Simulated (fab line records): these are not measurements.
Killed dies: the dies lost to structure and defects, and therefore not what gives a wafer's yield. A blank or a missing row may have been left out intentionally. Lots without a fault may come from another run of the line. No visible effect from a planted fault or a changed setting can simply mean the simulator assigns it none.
Chamber matching ; flow n5_finfet ; N5_MOL_CONTACT_COAG_ETCH_67 on rie_diel-03: 4 sister chambers
The step etches SOC in N2/H2, target depth 60 nm, overetch 21 nm, time 101.2 s. 20 wafers are shown with their chamber, then 10 later ones without.

## WAFERS, EACH WITH ITS CHAMBER
wafer;chamber;drypump_motor_current_A (A);throttle_valve_pct (%);showerhead_plenum_p_Torr (Torr)
L074.1;2;5.4;17.78;2.50
L074.2;1;6.3;17.68;2.55
L074.3;0;6.3;17.91;2.52
L074.4;3;5.9;17.63;2.55
L074.5;3;5.9;17.63;2.55
L074.6;0;6.3;17.91;2.51
L075.1;2;5.5;17.80;2.50
L075.3;0;6.3;17.92;2.51
L075.5;1;6.4;17.67;2.55
L079.2;1;6.3;17.69;2.55
L079.3;2;5.4;17.81;2.50
L079.6;0;6.3;17.93;2.51
L082.2;2;5.5;17.83;2.49
L082.3;1;6.3;17.70;2.55
L082.5;3;6.0;17.65;2.55
L086.1;1;6.4;17.70;2.54
L086.4;0;6.3;17.96;2.51
L086.6;2;5.5;17.84;2.49
L088.2;3;5.9;17.67;2.54
L088.5;1;6.3;17.74;2.54

SIGNATURES (means of the wafers above)
reading;chamber 0;chamber 1;chamber 2;chamber 3;scatter within a chamber
drypump_motor_current_A;6.300;6.333;5.460;5.925;0.0453
throttle_valve_pct;17.9260;17.6967;17.8120;17.6450;0.0224
showerhead_plenum_p_Torr;2.5120;2.5467;2.4960;2.5475;0.00505
Rule: for each reading, subtract the chamber's mean from the wafer's reading, divide by that reading's scatter and square the result; add these up over the readings and take the root, which gives the wafer's distance from the chamber. If the next closest chamber is less than 2 further off than the closest, the wafer can't be placed; otherwise it belongs to the closest. How the scatter is found: for the shown wafers, subtract from each reading the mean of its chamber, square and add these, divide the total by (wafers less chambers), then take the root.

## WAFERS WITH NO CHAMBER GIVEN
wafer;drypump_motor_current_A (A);throttle_valve_pct (%);showerhead_plenum_p_Torr (Torr)
L088.6;6.2;17.96;2.50
L089.4;5.9;17.69;2.54
L089.5;6.3;17.72;2.54
L089.6;6.3;17.97;2.50
L092.1;6.3;17.98;2.50
L092.2;5.9;17.70;2.53
L092.6;5.9;17.70;2.53
L094.1;6.4;17.74;2.54
L094.5;5.5;17.39;2.48
L094.6;5.9;17.70;2.53

## THE CHAMBER EACH PASSED THROUGH
wafer;from the rows above;in truth
L088.6;0;0
L089.4;3;3
L089.5;1;1
L089.6;0;0
L092.1;0;0
L092.2;3;3
L092.6;3;3
L094.1;1;1
L094.5;can't be placed: 2 or 3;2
L094.6;3;3
Correctly placed: 9 of 10. Unplaceable from these rows: 1, with the true chamber sitting among the candidates in 1. 0 placed wrongly.
